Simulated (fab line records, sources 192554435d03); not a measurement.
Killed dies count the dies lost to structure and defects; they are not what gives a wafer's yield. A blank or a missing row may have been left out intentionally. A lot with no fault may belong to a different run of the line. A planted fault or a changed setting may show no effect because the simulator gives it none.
2 desks, one fault :: flow n5Finfet :: only its own numbers are on each desk; what lay behind them is given at the end

THE TOOL OWNER'S DESK: cmp-03
The tool's own readings at N5_HKMG_FIN_CMP_94 (polishes, stops on SiNx, t overpolish 4.7 s, target thk 43.299 nm): means of the sampled wafers that have a number, for each lot that ran on this tool. Any lot whose mean is over 4 standard deviations away from the usual mean is out of limits and marked OUT; that distance is given in the brackets.
Columns: A = motorCurrentA at N5_HKMG_FIN_CMP_94, usual 12.1 A; B = platenRpm at N5_HKMG_FIN_CMP_94, usual 50.29 rpm; C = retainingRingPressureFrac at N5_HKMG_FIN_CMP_94, usual 1.001
lot: L631
first seen here: day 7 03:44
A: 12.3
B: 50.96 (+18) OUT
C: 0.996

lot: L642
first seen here: day 9 21:20
A: 11.3
B: 50.27
C: 0.997
This desk finds L631 out of limits, L631 being first, at day 7 03:44 (platenRpm at N5_HKMG_FIN_CMP_94). L642 stayed within limits.

THE METROLOGY DESK
Lot by lot, what the gauges showed, no matter which tool ran the lot: averages of those sampled wafers that carry a number. Any lot whose mean is over 4 standard deviations away from the usual mean is out of limits and marked OUT; that distance is given in the brackets. Readings shown: 7 of its 10, picked as those furthest out on some lot.
Columns: A = DIBL_N at N5_BEOL_M4_RC_MEAS_101, usual 36.2 mV/V; B = DIBL_P at N5_BEOL_M4_RC_MEAS_101, usual 36.2 mV/V; C = IOFF_N at N5_BEOL_M4_RC_MEAS_101, usual 0.16 nA/um; D = IOFF_P at N5_BEOL_M4_RC_MEAS_101, usual 0.21 nA/um; E = SS_N at N5_BEOL_M4_RC_MEAS_101, usual 71.5 mV/dec; F = SS_P at N5_BEOL_M4_RC_MEAS_101, usual 73.1 mV/dec; G = VT_N at N5_BEOL_M4_RC_MEAS_101, usual 250 mV
lot: L623
first seen here: day 8 10:38
A: 40.2
B: 42.0
C: 0.27
D: 0.33
E: 72.9
F: 74.7
G: 244

lot: L628
first seen here: day 11 00:52
A: 34.6
B: 35.7
C: 0.12
D: 0.16
E: 71.6
F: 72.0
G: 255

lot: L631
first seen here: day 11 07:32
A: 33.9
B: 33.5
C: 0.12
D: 0.18
E: 70.5
F: 72.1
G: 254

lot: L642
first seen here: day 13 21:18
A: 33.9
B: 34.2
C: 0.12
D: 0.20
E: 71.5
F: 72.7
G: 252

lot: L643
first seen here: day 14 07:25
A: 36.8
B: 37.2
C: 0.19
D: 0.25
E: 71.7
F: 73.0
G: 247
Finding of this desk: none of the 5 lots has anything out of limits.

ALL TOGETHER
The tool owner's desk had the chance to raise an alarm at day 7 03:44 on L631.
From the metrology desk's view, nothing was out of limits.
The metrology desk holds a record of L631, inside its limits.
The lots listed all ran N5_HKMG_FIN_CMP_94 on cmp-03.

WHAT THE SIMULATOR HAD INSERTED
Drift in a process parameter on cmp-03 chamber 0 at N5_HKMG_FIN_CMP_94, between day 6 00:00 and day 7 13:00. Setting platenRpm shifted by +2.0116 from 50.289. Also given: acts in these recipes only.
Struck lots among those shown: L631.
Each desk's first reading out of limits, in hours after the fault started: the tool owner's desk, 28.
